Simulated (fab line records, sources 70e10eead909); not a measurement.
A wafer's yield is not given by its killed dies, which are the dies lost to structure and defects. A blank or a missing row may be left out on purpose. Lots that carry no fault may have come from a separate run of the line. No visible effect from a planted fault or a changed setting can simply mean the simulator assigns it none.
Comparing a struck lot with a sound one || flow nand_harc || 15 steps out of a route of 1159
Sound: these wafers, L497.1, L497.4, L497.6. The struck wafers were L505.3, L505.4, L505.6. The cause is given at the end.
Per side, at each step with rows, come the tool, then ch with its chambers, and then its first start. Under that, the readings that differ: sound wafers || struck wafers || difference of the means || sigmas: that difference in standard deviations of wafers without a fault.
alike: words and numbers the same on both sides, and readings whose means are apart by under 2 such deviations; not compared: readings that were withheld, readings missing a value for some wafer, numbers with overlapping values and no deviation given by the record, and bounds like >300 which may hide the same value.
A row with sigmas, a row that says differs or no value, or rows on one side alone: a step with any of these is where the two part. When numbers do not overlap yet have no deviation, they are printed without sigmas and do not part them. Lack of a reading on every wafer of one side parts them only where that side has two or more wafers.

first, 6 steps without rows for these wafers: NHARC_A_SGD_CUT_COAT_03 (resist thk 90 nm); NHARC_A_SGD_CUT_SOFTBAKE_04 (time 55 s); NHARC_A_SGD_CUT_EBR_05; NHARC_A_SGD_CUT_EXPOSE_06 (exposes mask SGD); NHARC_A_SGD_CUT_PEB_07 (peb time 65 s); NHARC_A_SGD_CUT_DEVELOP_08 (develop time 35 s).
NHARC_A_SGD_CUT_CD_MEAS_09: the cd target is 100 nm.
  sound on cd_sem-03 ch 0, day 15 13:35; struck on cd_sem-03 ch 0, day 17 16:40
  alike: cd_nm
NHARC_A_SGD_CUT_OVL_MEAS_10:
  sound: overlay-02 at day 15 13:40; struck: overlay-02 at day 17 16:45
  alike: overlay_x_nm, overlay_y_nm
NHARC_A_SGD_CUT_INSPECT_11:
  sound: defect_inspect-01 at day 15 13:43; struck: defect_inspect-01 at day 17 16:47
{"reading": "raw_defect_count", "sound": "6 7 18", "struck": "29 29 30", "difference": "+19", "sigmas": "+2"}
NHARC_A_SGD_CUT_DESCUM_14: chemistry O2, time 3 s.
  sound on rie_diel-05 ch 1,2, day 15 13:46; struck on rie_diel-05 ch 0,1,2, day 17 16:52
  alike: drypump_motor_current_A, oes_product_au, rf_vpp_V, showerhead_plenum_p_Torr, throttle_valve_pct
  not compared: rf_hours_counter_h
NHARC_A_SGD_CUT_ETCH_58: etches the open film in CF4, target depth 39 nm, time 65 s.
  sound on rie_diel-05 ch 0,1, day 15 13:51; struck on rie_diel-05 ch 0,2, day 17 16:56
  alike: bias_w, cf4_flow_sccm, drypump_motor_current_A, oes_product_au, rf_vpp_V, showerhead_plenum_p_Torr, throttle_valve_pct
  not compared: rf_hours_counter_h
NHARC_A_SGD_CUT_ETCH_59: etches the open film in N2/H2, target depth 260 nm, time 406.25 s.
  sound on rie_diel-05 ch 0,1,2; struck on rie_diel-05 ch 0,1,3
  alike: bias_w, chamber_pressure_mTorr, drypump_motor_current_A, oes_product_au, rf_vpp_V, showerhead_plenum_p_Torr, throttle_valve_pct
  not compared: rf_hours_counter_h
NHARC_A_SGD_CUT_ETCH_15: etches the open film in CH3F/O2, target depth 75 nm, time 64.3 s.
  sound on rie_diel-05 ch 0,2,3, day 15 14:16; struck on rie_diel-05 ch 0,2,3, day 17 17:20
  no value came back on the struck wafers for any of 7 readings (bias_w (W), ch3f_flow_sccm (sccm) and others); on the sound wafers bias_w (W) reads 100.30 100.50 100.16
  not compared: rf_hours_counter_h
NHARC_A_SGD_CUT_ETCH_16: etches the open film in C4F8/O2/Ar, target depth 310.5 nm, time 155.2 s.
  sound on rie_diel-05 ch 0,1; struck on rie_diel-05 ch 0,2,3
  alike: bias_w, chamber_pressure_mTorr, oes_product_au, rf_vpp_V
  not compared: rf_hours_counter_h
-- record jumps: 6 days between struck wafers' starts before vs after; left off in module A_SGD_CUT, resumes in module END, first step shown is number 1159 of the route --
NHARC_END_SORT_01:
  sound on prober-01 ch 0, day 21 02:16; struck on prober-02 ch 0, day 23 13:39
{"reading": "hold", "sound": "- - -", "struck": "await_dispo/4.4h/scrap await_dispo/4.4h/scrap await_dispo/4.4h/scrap", "difference": "no value on the sound wafers", "sigmas": ""}
{"reading": "killed_at_array", "sound": "21 20 22", "struck": "673 673 675", "difference": "+653", "sigmas": "+59"}
{"reading": "killed_dies", "sound": "22 23 22", "struck": "677 677 677", "difference": "+655", "sigmas": "+55"}
  alike: killed_at_other, killed_at_periphery, killed_open, killed_short

## WHERE THEY PART
At NHARC_A_SGD_CUT_INSPECT_11 first; at NHARC_END_SORT_01 last (within this record only).

WHY: what had been put in by the simulator
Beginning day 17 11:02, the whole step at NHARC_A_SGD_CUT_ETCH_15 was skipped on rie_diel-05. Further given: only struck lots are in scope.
